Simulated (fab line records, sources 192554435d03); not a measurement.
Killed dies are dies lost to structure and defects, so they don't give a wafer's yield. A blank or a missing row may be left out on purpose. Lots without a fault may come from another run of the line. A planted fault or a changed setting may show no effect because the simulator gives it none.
fab line records | flow n5_finfet
record lots=4 wafers=12 last_day=21
route steps=1938 shown HKMG_FIN@402 BEOL_M4@1111 PASSIVATION@1936
lots that met no fault: from a run of the same line without faults
start_h: hours from the record's first day to the start of the lot's first wafer shown | wait_h: hours since the lot's step before | " the same as in the row above | L1.1+2: a row that stands for several wafers | - no value, or no start given | * or withheld: withheld | < > ~ a bound
route shown NAME@n: a module of which the file shows steps, and the number in the route of the first | usual: mean/standard deviation of fault-free wafers | same: alike in all rows | chamber/n: place in a boat | sites: the reading at each site | _std_site: their standard deviation | _edge_site: outer sites' mean less inner sites' | radius_mm: how far each site lies from the wafer's centre | mask NAME#n: copy n | behind: the tool/chamber that last shaped the wafer | hold: why the lot was held/for how many hours/how that ended | device: the transistor (n, p or np) that didn't switch | end of line: the same wafers' tests at the end of the route | a step without rows: its recipe alone | killed: dies lost to structure and defects at the first sort, not the wafer's yield | map: a wafer's dies, x killed, . not, _ none there
set.NAME: the setting as run; set.NAME@STEP: as run at that earlier step | model.NAME: the simulator's own value behind a step, which no gauge read
lots at some steps of the route; a table a step, a row a wafer
## steps
# step N5_HKMG_FIN_ETCH_54
# recipe chemistry=CF4 target=SiARC target_depth_a=455 mask_material=CAR-ArF time_s=75.8 ion_energy_ev=80 pressure_mtorr=40 source_w=545 bias_w=36 Ar_flow_sccm=100 cf4_flow_sccm=100 ends=cleared
# step N5_HKMG_FIN_ETCH_55
# recipe chemistry=N2/H2 target=SOC target_depth_a=2400 temp_c=40 time_s=300 ion_energy_ev=200 mask_material=SiARC pressure_mtorr=30 source_w=840 bias_w=150 n2_flow_sccm=200 h2_flow_sccm=200
# step N5_HKMG_FIN_STRIP_56
# recipe chemistry=N2/H2 temp_c=40 n2_flow_sccm=200 h2_flow_sccm=200 rf_frequency_hz=6e+07
# step N5_HKMG_FIN_STRIP_57
# recipe chemistry=CF4 resist=SiARC power_w=300 bias_power_w=75 pressure_mtorr=50 cf4_flow_sccm=150 rf_frequency_hz=6e+07
# step N5_HKMG_FIN_ETCH_58
# recipe chemistry=N2/H2 target=SOC target_depth_a=2158 ion_energy_ev=50 bias_w=13 time_s=741 pressure_mtorr=30 source_w=875 n2_flow_sccm=200 h2_flow_sccm=200
# step N5_HKMG_FIN_STRIP_93
# recipe chemistry=N2/H2 material=SOC time_s=20 power_w=500 temp_c=40 pressure_mtorr=50 rf_frequency_hz=6e+07 bias_power_w=8 h2_frac=0.5 n2_flow_sccm=300 h2_flow_sccm=300
# step N5_HKMG_FIN_WET_ETCH_76
# recipe chemistry=dNH4OH mix=1:50 temp_c=25 target=Al2O3 stop_on=La2O3 target_depth_nm=2.25 dry=ipa_marangoni rinse_time_s=30 rinse_temp_c=23
# step N5_HKMG_FIN_STRIP_60
# recipe chemistry=N2/H2 power_w=2500 temp_c=300 h2_frac=0.65 time_s=360 pressure_mtorr=withheld n2_flow_sccm=1750 h2_flow_sccm=3250
# step N5_HKMG_FIN_WET_ETCH_77
# recipe chemistry=dHCl mix=1:10000 temp_c=25 target=La2O3 stop_on=HfO2 target_depth_nm=2
# step N5_HKMG_FIN_WET_ETCH_78
# recipe chemistry=dNH4OH mix=1:50 temp_c=25 target=Al2O3 stop_on=La2O3 target_depth_nm=4.5 dry=ipa_marangoni rinse_time_s=30 rinse_temp_c=23
# step N5_HKMG_FIN_ALD_79
# recipe material=TiN target_thk_a=15 temp_c=400 ald_precursor_family=TiCl4 ald_co_reactant=NH3 pulse_time_s=1 purge_time_s=3 co_reactant_purge_time_s=2 co_reactant_pulse_time_s=2 ald_cycles=68 pressure_torr=3
# step N5_HKMG_FIN_CVD_62
# recipe material=a-Si target_thk_a=30 temp_c=500 precursor=Si2H6 pressure_torr=1 time_s=20.8
# step N5_HKMG_FIN_RTA_80
# recipe temp_c=withheld time_s=2 ambient=N2 idle_temp_c=600 ramp_up_c_per_s=150 ramp_down_c_per_s=60 cool_to_c=600
# columns lot.wafer tool chamber start_h wait_h
L296.1+3+6 rtp_anneal-01 0 98.55 0.1
L301.1+4+5 rtp_anneal-02 0 124.86 0.1
L310.1+4+6 rtp_anneal-02 0 182.55 0.1
L311.1+4+5 rtp_anneal-02 0 186.84 0.3
# step N5_HKMG_FIN_PRECLEAN_64
# recipe chemistry=dHF time_s=30 temp_c=25 dilution=withheld
# step N5_HKMG_FIN_WET_ETCH_65
# recipe chemistry=TMAH temp_c=70 conc_wt_pct=5 target=a-Si stop_on=TiN time_s=49 target_depth_nm=3
# step N5_HKMG_FIN_WET_ETCH_81
# recipe chemistry=SC1 target=TiN stop_on=HfO2 mix=1:1:5 temp_c=60 time_s=57 target_depth_nm=6
# step N5_HKMG_FIN_WET_ETCH_82
# recipe chemistry=dHCl mix=1:10000 temp_c=25 target=La2O3 stop_on=HfO2 target_depth_nm=2 dry=ipa_marangoni rinse_time_s=30 rinse_temp_c=23
# step N5_HKMG_FIN_ALD_36
# recipe material=TiN target_thk_a=10 temp_c=400 ald_precursor_family=TiCl4 ald_co_reactant=NH3 pulse_time_s=1 purge_time_s=3 co_reactant_purge_time_s=2 co_reactant_pulse_time_s=2 ald_cycles=47 pressure_torr=3
# step N5_HKMG_FIN_PWFM_ALD_03
# recipe material=TiN target_thk_a=20 temp_c=400 ald_precursor_family=TiCl4 ald_co_reactant=NH3 pulse_time_s=1 purge_time_s=3 co_reactant_purge_time_s=2 co_reactant_pulse_time_s=2 ald_cycles=91 pressure_torr=3
# step N5_HKMG_FIN_COAT_29
# recipe resist=SOC temp_c=250 time_s=60 spin_rpm=1500 resist_thk_nm=300
# step N5_HKMG_FIN_COAT_30
# recipe resist=SiARC temp_c=220 time_s=60 spin_rpm=1500 resist_thk_nm=35
# step N5_HKMG_FIN_COAT_06
# recipe resist=CAR-ArF spin_rpm=1500 resist_thk_nm=90
# step N5_HKMG_FIN_EBR_08
# recipe solvent=PGMEA ebr_width_mm=1.5
# step N5_HKMG_FIN_SOFTBAKE_07
# recipe temp_c=110 time_s=60 resist=CAR-ArF
# step N5_HKMG_FIN_EXPOSE_09
# recipe mask_id=NWFM na=1.35 source_shape=conventional sigma_outer=0.8 polarization=unpolarized dose_mj=39.25
# step N5_HKMG_FIN_PEB_10
# recipe peb_temp_c=withheld peb_time_s=60 resist=CAR-ArF
# step N5_HKMG_FIN_DEVELOP_11
# recipe develop_time_s=30 developer=TMAH resist=CAR-ArF dev_temp_c=23 rinse_liquid=diw dry=air_spin
# step N5_HKMG_FIN_DESCUM_17
# recipe chemistry=O2 time_s=7.9 source_power_w=50 bias_power_w=20 pressure_mtorr=20 rf_frequency_hz=2.712e+07 temp_c=40 resist=CAR-ArF o2_flow_sccm=225
# step N5_HKMG_FIN_ETCH_31
# recipe chemistry=CF4 target=SiARC target_depth_a=455 mask_material=CAR-ArF time_s=75.8 ion_energy_ev=80 pressure_mtorr=40 source_w=545 bias_w=36 Ar_flow_sccm=100 cf4_flow_sccm=100 ends=cleared
# step N5_HKMG_FIN_ETCH_32
# recipe chemistry=N2/H2 target=SOC target_depth_a=2400 temp_c=40 time_s=300 ion_energy_ev=200 mask_material=SiARC pressure_mtorr=30 source_w=840 bias_w=150 n2_flow_sccm=200 h2_flow_sccm=200
# step N5_HKMG_FIN_STRIP_33
# recipe chemistry=N2/H2 temp_c=40 n2_flow_sccm=200 h2_flow_sccm=200 rf_frequency_hz=6e+07
# step N5_HKMG_FIN_STRIP_34
# recipe chemistry=CF4 resist=SiARC power_w=300 bias_power_w=75 pressure_mtorr=50 cf4_flow_sccm=150 rf_frequency_hz=6e+07
# step N5_HKMG_FIN_ETCH_35
# recipe chemistry=N2/H2 target=SOC target_depth_a=2158 ion_energy_ev=65 bias_w=5 source_w=3000 time_s=243.4 pressure_mtorr=30 n2_flow_sccm=200 h2_flow_sccm=200
# step N5_HKMG_FIN_STRIP_92
# recipe chemistry=N2/H2 material=SOC time_s=20 power_w=500 temp_c=40 pressure_mtorr=50 rf_frequency_hz=6e+07 bias_power_w=8 h2_frac=0.5 n2_flow_sccm=300 h2_flow_sccm=300
# step N5_HKMG_FIN_WET_ETCH_18
# recipe chemistry=SC1 target=TiN mix=1:1:5 temp_c=* time_s=55 target_depth_nm=5.2 dry=ipa_marangoni rinse_time_s=30 rinse_temp_c=23
# step N5_HKMG_FIN_STRIP_19
# recipe chemistry=N2/H2 power_w=2500 temp_c=300 h2_frac=0.65 time_s=360 pressure_mtorr=withheld n2_flow_sccm=1750 h2_flow_sccm=3250
# step N5_HKMG_FIN_ALD_91
# recipe material=TiN target_thk_a=10 temp_c=400 ald_precursor_family=TiCl4 ald_co_reactant=NH3 pulse_time_s=1 purge_time_s=3 co_reactant_purge_time_s=2 co_reactant_pulse_time_s=2 ald_cycles=47 pressure_torr=3
# step N5_HKMG_FIN_COAT_85
# recipe resist=SOC temp_c=250 time_s=60 spin_rpm=1500 resist_thk_nm=300
# step N5_BEOL_M4_RC_MEAS_101
# usual DIBL_N=36.1/2.3 DIBL_P=36/3.2 IOFF_N=0.16/0.045 IOFF_P=0.21/0.049 IOFF_P_LIN=0.101/0.016 IOFF_P_LONG=0.000107/8.9e-06 ION_N=674/14 ION_P=462/8.4 REXT_N=75.4/1.6 SS_N=71.6/0.83 SS_P=73.2/0.87 VT_N=249/3.8 VT_N_LVT=98/3.8 VT_P=-250/3.4 VT_P_LONG=-275/3
# columns lot.wafer tool chamber start_h wait_h DIBL_N[mV/V] DIBL_P[mV/V] IOFF_N[nA/um] IOFF_P[nA/um] IOFF_P_LIN[nA/um] IOFF_P_LONG[nA/um] ION_N[uA/um] ION_P[uA/um] REXT_N[ohm.um] SS_N[mV/dec] SS_P[mV/dec] VT_N[mV] VT_N_LVT[mV] VT_P[mV] VT_P_LONG[mV]
L296.1 prober-02 0 280.71 0.0 32.6 32 0.12 0.16 0.084 0.000115 670 459 75.6 70.0 71.6 252 100 -253 -272
L296.3 " 0 " " 35.1 33 0.14 0.17 0.089 9.9e-05 670 456 74.1 71.6 72.4 250 99 -254 -272
L296.6 " 0 " " 34.9 34 0.15 0.18 0.092 0.000101 674 462 74.4 71.7 73.2 247 98 -249 -273
L301.1 prober-01 0 313.45 0.0 33.5 33 0.12 0.18 0.088 0.000114 649 449 75.6 71.8 73.2 255 105 -251 -276
L301.4 " 0 " " 31.5 31 0.10 0.15 0.078 0.000113 663 462 75.7 69.8 72.0 255 104 -253 -273
L301.5 " 0 " " 32.1 31 0.10 0.15 0.079 0.000111 642 447 75.3 71.7 72.7 258 105 -252 -274
L310.1 prober-02 0 355.51 0.0 36.0 33 0.17 0.08 0.042 6.7e-05 690 434 71.0 70.6 72.3 245 69 -273 -295
L310.4 " 0 " " 41.3 39 0.28 0.12 0.056 6.8e-05 709 443 69.8 71.9 73.5 238 63 -269 -295
L310.6 " 0 " " 38.1 36 0.21 0.10 0.050 6.8e-05 698 445 70.7 70.8 73.2 240 66 -268 -296
L311.1 prober-01 0 388.33 0.0 38.5 39 0.21 0.10 0.048 5.9e-05 693 431 70.5 71.8 73.7 244 70 -271 -298
L311.4 " 0 " " 35.9 35 0.16 0.08 0.041 7.2e-05 669 421 69.8 70.8 72.4 251 73 -275 -302
L311.5 " 0 " " 38.8 38 0.22 0.10 0.047 7.1e-05 695 432 70.8 71.3 73.4 246 69 -270 -299
# step N5_PASSIVATION_PROBE_49
# usual defect_limited_yield=90.9/1.6 killed_at_M0_to_M3=37/11 killed_at_M4_up=15/5.6 killed_at_contacts=13/6.4 killed_at_front_end=39/11 killed_at_other=4/3.1 killed_dies=107/19 killed_open=71/14 killed_short=34/7.8 sort_bin_4_leakage=0.01/0.053 sort_bin_5_function=5.3/1 sort_bin_6_memory=3.4/0.72 sort_bin_8_speed=0.0/0.42 sort_n_pass=1072/20 sort_yield_pct=90.9/1.7
# same gross_dies=1180 killed_at_back_side=0
# columns lot.wafer tool chamber start_h wait_h defect_limited_yield[%] killed_at_M0_to_M3 killed_at_M4_up killed_at_contacts killed_at_front_end killed_at_other killed_dies killed_open killed_short sort_bin_4_leakage[%] sort_bin_5_function[%] sort_bin_6_memory[%] sort_bin_8_speed[%] sort_n_pass sort_yield_pct[%]
L296.1 prober-01 - 376.86 0.0 91.2 29 17 24 32 2 104 67 30 0 4.7 3.9 0 1076 91.2
L296.3 prober-01 - 376.96 0.1 89.9 34 15 22 47 1 119 77 38 0 5.8 3.7 0 1061 89.9
L296.6 prober-01 - 377.11 0.3 91.9 30 13 17 35 1 96 53 37 0 4.9 3.0 0 1084 91.9
L310.1 prober-02 - 491.52 0.0 90.1 24 18 18 56 1 117 69 48 0 6.3 3.4 20.8 818 69.3
L310.4 prober-02 - 491.67 0.2 89.4 22 17 15 68 3 125 86 36 0.08 6.6 3.7 1.0 1042 88.3
L310.6 prober-02 - 491.77 0.3 92.3 11 20 15 38 7 91 59 32 0 5.3 2.0 0.4 1084 91.9
L311.1 prober-02 - 494.83 0.0 89.4 40 19 17 44 5 125 94 31 0 6.4 3.7 12.1 912 77.3
L311.4 prober-02 - 494.98 0.2 89.9 28 15 21 54 1 119 90 27 0 5.8 4.1 77.7 144 12.2
L311.5 prober-02 - 495.03 0.2 88.2 37 26 24 50 2 139 92 46 0 7.3 4.0 31.5 669 56.7
# killed by level:class
L296.1 MOL_CONTACT_COAG:geometric_particle:open=18 BEOL_M1:geometric_particle:open=11 GATE_CUT:geometric_particle:short=7 GATE_CUT:geometric_particle:open=6 MOL_CONTACT_COAG:geometric_particle:short=6 FIN_SAQP:geometric_particle:short=5 DUMMY_GATE:geometric_particle:open=5 FIN_SAQP:geometric_particle:open=4
L296.3 MOL_CONTACT_COAG:geometric_particle:open=18 BEOL_M1:geometric_particle:open=11 FIN_SAQP:geometric_particle:short=9 FIN_SAQP:geometric_particle:open=9 STI_FIN_REVEAL:geometric_particle:open=8 BEOL_M0_SAQP:geometric_particle:short=8 GATE_CUT:geometric_particle:short=6 BEOL_M3:geometric_particle:open=5
L296.6 MOL_CONTACT_COAG:geometric_particle:open=13 BEOL_M0_SAQP:geometric_particle:short=9 FIN_SAQP:geometric_particle:short=6 STI_FIN_REVEAL:geometric_particle:open=5 GATE_CUT:geometric_particle:short=5 BEOL_M0_SAQP:geometric_particle:open=5 BEOL_M1:geometric_particle:open=5 FIN_SAQP:geometric_particle:open=4
L310.1 MOL_CONTACT_COAG:geometric_particle:open=16 FIN_SAQP:geometric_particle:short=13 STI_FIN_REVEAL:geometric_particle:open=10 FIN_SAQP:geometric_particle:open=9 BEOL_M0_SAQP:geometric_particle:short=6 BEOL_M1:geometric_particle:open=5 BEOL_M2:geometric_particle:open=5 BEOL_M4:geometric_particle:open=5
L310.4 FIN_SAQP:geometric_particle:open=19 FIN_SAQP:geometric_particle:short=18 BEOL_M4:geometric_particle:open=14 STI_FIN_REVEAL:geometric_particle:open=13 MOL_CONTACT_COAG:geometric_particle:open=12 BEOL_M0_SAQP:geometric_particle:open=6 BEOL_M3:geometric_particle:open=6 DUMMY_GATE:geometric_particle:open=5
L310.6 MOL_CONTACT_COAG:geometric_particle:open=14 BEOL_M4:geometric_particle:open=14 FIN_SAQP:geometric_particle:short=10 FIN_SAQP:geometric_particle:open=8 STI_FIN_REVEAL:geometric_particle:open=7 MIM_BOT:geometric_particle:short=4 BEOL_M2:geometric_particle:open=3 BEOL_M4:geometric_particle:short=3
L311.1 STI_FIN_REVEAL:geometric_particle:open=16 MOL_CONTACT_COAG:geometric_particle:open=14 BEOL_M0_SAQP:geometric_particle:open=11 BEOL_M4:geometric_particle:open=11 BEOL_M0_SAQP:geometric_particle:short=8 DUMMY_GATE:geometric_particle:open=7 BEOL_M2:geometric_particle:open=7 FIN_SAQP:geometric_particle:open=6
L311.4 MOL_CONTACT_COAG:geometric_particle:open=20 FIN_SAQP:geometric_particle:open=18 DUMMY_GATE:geometric_particle:open=9 BEOL_M4:geometric_particle:open=9 FIN_SAQP:geometric_particle:short=7 STI_FIN_REVEAL:geometric_particle:open=7 STI_FIN_REVEAL:geometric_particle:short=5 BEOL_M0_SAQP:geometric_particle:open=5
L311.5 MOL_CONTACT_COAG:geometric_particle:open=18 FIN_SAQP:geometric_particle:short=11 STI_FIN_REVEAL:geometric_particle:open=11 BEOL_M4:geometric_particle:open=8 BEOL_M0_SAQP:geometric_particle:short=7 BEOL_M0_SAQP:geometric_particle:open=7 BEOL_M3:geometric_particle:open=7 FIN_SAQP:geometric_particle:open=6
# map L310.4 (x killed, . not)
_________________............________________
______________..........x......._____________
___________......x....x..x.........__________
__________............x............x_________
________.............................._______
_______.....x....x....xx......x........______
______.................x...x............_____
_____x.........x.....xx..................____
____....xx....x.x........x................___
___......x............................x....__
___...........x..............x.xx..x.x.....__
__.........x.............x.................._
__..x........x..x....x...xx.........xx....x._
_x.x........x.....x.x..x............x........
_............x............x.x................
_.................x.....x.......x.x..........
_.....xx.x......x.....x.....xx...x.....x.....
_......x.x..x..x.....x.....x............x....
_...............................x.......x.x..
_.xx.........................x.x.............
_...............x..............x.............
__....xx......x..........x.......x.........._
__...................................x......_
___.......x...x................x...........__
___............x.......x...x.x.x......x.xx.__
____x...........xx................x.......___
_____x.x...........x..............x....x.____
______..........x.....................x._____
_______.......x.x.....x................______
________........xx...............x...x_______
__________x.......x.......x........._________
___________.....x...x.....x..x.....__________
______________..............x..._____________
_________________x..........x________________
# map L311.5 (x killed, . not)
_________________.xx.x.......________________
______________.....x.......x...._____________
___________.....x....x...x........x__________
__________.....x...x...........x...._________
________.............x......x.....xx.._______
_______.....x.x.........x........x.....______
______xx............................x..._____
_____.......x.....x..............x.x.....____
____.....x..x..xx..................x...x.x___
___..x..x.............x.x...x.x............__
___...x......x.............x......x....x...__
__.x..x.x.xx..........................x....._
__....................x...x..........x...x.._
_........................x.......x...........
_......x..........x..............x...x.......
_...........x.........x.......x..............
_.x...........x.x..x................x........
_.x.....x..........x..........x.........x....
_.....xx..............x...x..xx.......x......
_....x..x..........x.......x.x...............
_x...........x............x..xx..x...........
__.........x...xx....x..........x...x......._
__.............x.......x........x..........._
___............................x.......x...__
___......x.x.....x...................x.....__
____...x....x.x........................xx.___
_____...........x...xx......x...x....x...____
______.....x........x..x..........x..x.._____
_______............xx..............x...______
________........x.x.........x...x....._______
__________.x.......x...........x..x._________
___________..........x...x.x.......__________
______________.................._____________
_________________....x..x....________________
## key
first_sign step=N5_BEOL_M4_RC_MEAS_101 reading=VT_N_LVT direction=down sigmas=7.8 usual=98 struck=68
effect step=N5_BEOL_M4_RC_MEAS_101 reading=VT_P_LONG direction=down sigmas=7.3 usual=-275 struck=-297
effect step=N5_BEOL_M4_RC_MEAS_101 reading=VT_P direction=down sigmas=6.1 usual=-250 struck=-271
effect step=N5_BEOL_M4_RC_MEAS_101 reading=IOFF_P_LONG direction=down sigmas=4.4 usual=0.000107 struck=6.7e-05
effect step=N5_BEOL_M4_RC_MEAS_101 reading=ION_P direction=down sigmas=3.3 usual=462 struck=434
effect step=N5_BEOL_M4_RC_MEAS_101 reading=IOFF_P_LIN direction=down sigmas=3.2 usual=0.101 struck=0.047
effect step=N5_BEOL_M4_RC_MEAS_101 reading=REXT_N direction=down sigmas=3.2 usual=75.4 struck=70.4
effect step=N5_BEOL_M4_RC_MEAS_101 reading=IOFF_P direction=down sigmas=2.3 usual=0.21 struck=0.10 wafers_moved=4
effect step=N5_PASSIVATION_PROBE_49 reading=sort_bin_8_speed direction=up sigmas=57 usual=0.0 struck=23.9 wafers_moved=5
met_at N5_HKMG_FIN_RTA_80
struck_wafers L310.1,L310.4,L310.6,L311.1,L311.4,L311.5
onset_between 124.86 182.55
also_fits time
fault kind=process_parameter_drift tool=rtp_anneal-02 chamber=- onset_h=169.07 steps=N5_HKMG_FIN_RTA_80 channel=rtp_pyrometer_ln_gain offset=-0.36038 shape=step end_h=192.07
